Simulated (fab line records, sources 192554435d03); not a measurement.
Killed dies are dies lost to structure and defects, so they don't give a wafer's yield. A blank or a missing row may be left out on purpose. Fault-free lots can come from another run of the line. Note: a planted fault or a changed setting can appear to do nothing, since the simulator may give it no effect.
Matching of chambers || flow n5Finfet || N5_MOL_CONTACT_COAG_ALD_133 on aldSin-04 has 4 sister chambers
The step deposits SiO2, target thk 5 nm, pulse time 1 s, co reactant pulse time 1 s. 24 wafers are shown with their chamber, then 12 later ones without.

WAFERS, EACH WITH ITS CHAMBER
{"wafer": "L076.4", "chamber": 2, "heaterPowerW (W)": 79, "chamberPressureTorr (Torr)": 2.001, "precursorPulseHeightRel": 0.985}
{"wafer": "L076.5", "chamber": 2, "heaterPowerW (W)": 80, "chamberPressureTorr (Torr)": 2.006, "precursorPulseHeightRel": 1.024}
{"wafer": "L076.6", "chamber": 3, "heaterPowerW (W)": 64, "chamberPressureTorr (Torr)": 2.003, "precursorPulseHeightRel": 1.001}
{"wafer": "L079.4", "chamber": 1, "heaterPowerW (W)": 73, "chamberPressureTorr (Torr)": 1.996, "precursorPulseHeightRel": 1.014}
{"wafer": "L079.5", "chamber": 1, "heaterPowerW (W)": 75, "chamberPressureTorr (Torr)": 1.989, "precursorPulseHeightRel": 0.970}
{"wafer": "L079.6", "chamber": 0, "heaterPowerW (W)": 92, "chamberPressureTorr (Torr)": 1.998, "precursorPulseHeightRel": 1.023}
{"wafer": "L080.1", "chamber": 0, "heaterPowerW (W)": 91, "chamberPressureTorr (Torr)": 2.003, "precursorPulseHeightRel": 0.994}
{"wafer": "L080.3", "chamber": 3, "heaterPowerW (W)": 65, "chamberPressureTorr (Torr)": 1.998, "precursorPulseHeightRel": 1.000}
{"wafer": "L080.4", "chamber": 1, "heaterPowerW (W)": 74, "chamberPressureTorr (Torr)": 1.996, "precursorPulseHeightRel": 1.014}
{"wafer": "L081.2", "chamber": 2, "heaterPowerW (W)": 79, "chamberPressureTorr (Torr)": 1.997, "precursorPulseHeightRel": 1.021}
{"wafer": "L081.4", "chamber": 1, "heaterPowerW (W)": 74, "chamberPressureTorr (Torr)": 1.998, "precursorPulseHeightRel": 0.993}
{"wafer": "L081.6", "chamber": 0, "heaterPowerW (W)": 93, "chamberPressureTorr (Torr)": 2.006, "precursorPulseHeightRel": 0.997}
{"wafer": "L084.1", "chamber": 3, "heaterPowerW (W)": 64, "chamberPressureTorr (Torr)": 2.006, "precursorPulseHeightRel": 0.989}
{"wafer": "L084.2", "chamber": 0, "heaterPowerW (W)": 91, "chamberPressureTorr (Torr)": 2.009, "precursorPulseHeightRel": 1.039}
{"wafer": "L084.4", "chamber": 1, "heaterPowerW (W)": 75, "chamberPressureTorr (Torr)": 2.001, "precursorPulseHeightRel": 0.999}
{"wafer": "L085.1", "chamber": 1, "heaterPowerW (W)": 75, "chamberPressureTorr (Torr)": 1.995, "precursorPulseHeightRel": 1.003}
{"wafer": "L085.2", "chamber": 0, "heaterPowerW (W)": 91, "chamberPressureTorr (Torr)": 1.999, "precursorPulseHeightRel": 1.001}
{"wafer": "L085.4", "chamber": 3, "heaterPowerW (W)": 66, "chamberPressureTorr (Torr)": 1.998, "precursorPulseHeightRel": 0.985}
{"wafer": "L086.1", "chamber": 3, "heaterPowerW (W)": 64, "chamberPressureTorr (Torr)": 2.003, "precursorPulseHeightRel": 0.979}
{"wafer": "L086.3", "chamber": 2, "heaterPowerW (W)": 77, "chamberPressureTorr (Torr)": 1.998, "precursorPulseHeightRel": 1.010}
{"wafer": "L086.4", "chamber": 0, "heaterPowerW (W)": 92, "chamberPressureTorr (Torr)": 2.003, "precursorPulseHeightRel": 1.050}
{"wafer": "L087.3", "chamber": 3, "heaterPowerW (W)": 65, "chamberPressureTorr (Torr)": 1.993, "precursorPulseHeightRel": 1.004}
{"wafer": "L087.5", "chamber": 0, "heaterPowerW (W)": 91, "chamberPressureTorr (Torr)": 2.001, "precursorPulseHeightRel": 0.985}
{"wafer": "L087.6", "chamber": 3, "heaterPowerW (W)": 65, "chamberPressureTorr (Torr)": 1.995, "precursorPulseHeightRel": 1.039}

SIGNATURES (averages over the wafers above)
{"reading": "heaterPowerW", "chamber 0": 91.57, "chamber 1": 74.33, "chamber 2": 78.75, "chamber 3": 64.71, "scatter within a chamber": 0.873}
{"reading": "chamberPressureTorr", "chamber 0": 2.00271, "chamber 1": 1.99583, "chamber 2": 2.00050, "chamber 3": 1.99943, "scatter within a chamber": 0.00419}
{"reading": "precursorPulseHeightRel", "chamber 0": 1.01271, "chamber 1": 0.99883, "chamber 2": 1.01000, "chamber 3": 0.99957, "scatter within a chamber": 0.0204}
Rule: a wafer's distance from a chamber is the root of the sum, over the readings, of the square of ((its reading less the chamber's mean) divided by the reading's scatter). The wafer belongs to the nearest chamber; if the next one is less than 2 further off, it can't be placed. How the scatter is found: for the shown wafers, subtract from each reading the mean of its chamber, square and add these, divide the total by (wafers less chambers), then take the root.

WAFERS WITHOUT THEIR CHAMBER
{"wafer": "L090.1", "heaterPowerW (W)": 80, "chamberPressureTorr (Torr)": 2.005, "precursorPulseHeightRel": 0.971}
{"wafer": "L090.2", "heaterPowerW (W)": 92, "chamberPressureTorr (Torr)": 2.005, "precursorPulseHeightRel": 1.020}
{"wafer": "L090.5", "heaterPowerW (W)": 76, "chamberPressureTorr (Torr)": 1.994, "precursorPulseHeightRel": 1.024}
{"wafer": "L093.1", "heaterPowerW (W)": 65, "chamberPressureTorr (Torr)": 2.003, "precursorPulseHeightRel": 1.039}
{"wafer": "L093.4", "heaterPowerW (W)": 75, "chamberPressureTorr (Torr)": 1.998, "precursorPulseHeightRel": 1.019}
{"wafer": "L093.6", "heaterPowerW (W)": 76, "chamberPressureTorr (Torr)": 1.996, "precursorPulseHeightRel": 0.979}
{"wafer": "L096.1", "heaterPowerW (W)": 65, "chamberPressureTorr (Torr)": 2.004, "precursorPulseHeightRel": 1.024}
{"wafer": "L096.3", "heaterPowerW (W)": 90, "chamberPressureTorr (Torr)": 2.003, "precursorPulseHeightRel": 0.978}
{"wafer": "L096.5", "heaterPowerW (W)": 90, "chamberPressureTorr (Torr)": 1.997, "precursorPulseHeightRel": 1.039}
{"wafer": "L097.3", "heaterPowerW (W)": 91, "chamberPressureTorr (Torr)": 1.999, "precursorPulseHeightRel": 0.974}
{"wafer": "L097.4", "heaterPowerW (W)": 77, "chamberPressureTorr (Torr)": 2.000, "precursorPulseHeightRel": 1.011}
{"wafer": "L097.6", "heaterPowerW (W)": 65, "chamberPressureTorr (Torr)": 1.989, "precursorPulseHeightRel": 0.998}

EACH ONE'S CHAMBER
{"wafer": "L090.1", "from the rows above": 2, "in truth": 2}
{"wafer": "L090.2", "from the rows above": 0, "in truth": 0}
{"wafer": "L090.5", "from the rows above": "can't be placed: 1 or 2", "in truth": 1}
{"wafer": "L093.1", "from the rows above": 3, "in truth": 3}
{"wafer": "L093.4", "from the rows above": 1, "in truth": 1}
{"wafer": "L093.6", "from the rows above": "can't be placed: 1 or 2", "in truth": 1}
{"wafer": "L096.1", "from the rows above": 3, "in truth": 3}
{"wafer": "L096.3", "from the rows above": 0, "in truth": 0}
{"wafer": "L096.5", "from the rows above": 0, "in truth": 0}
{"wafer": "L097.3", "from the rows above": 0, "in truth": 0}
{"wafer": "L097.4", "from the rows above": "can't be placed: 2 or 1", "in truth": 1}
{"wafer": "L097.6", "from the rows above": 3, "in truth": 3}
Correctly placed: 9 of 12. From these rows, 3 cannot be placed; in 3 the true chamber is one of the candidates. 0 placed wrongly.
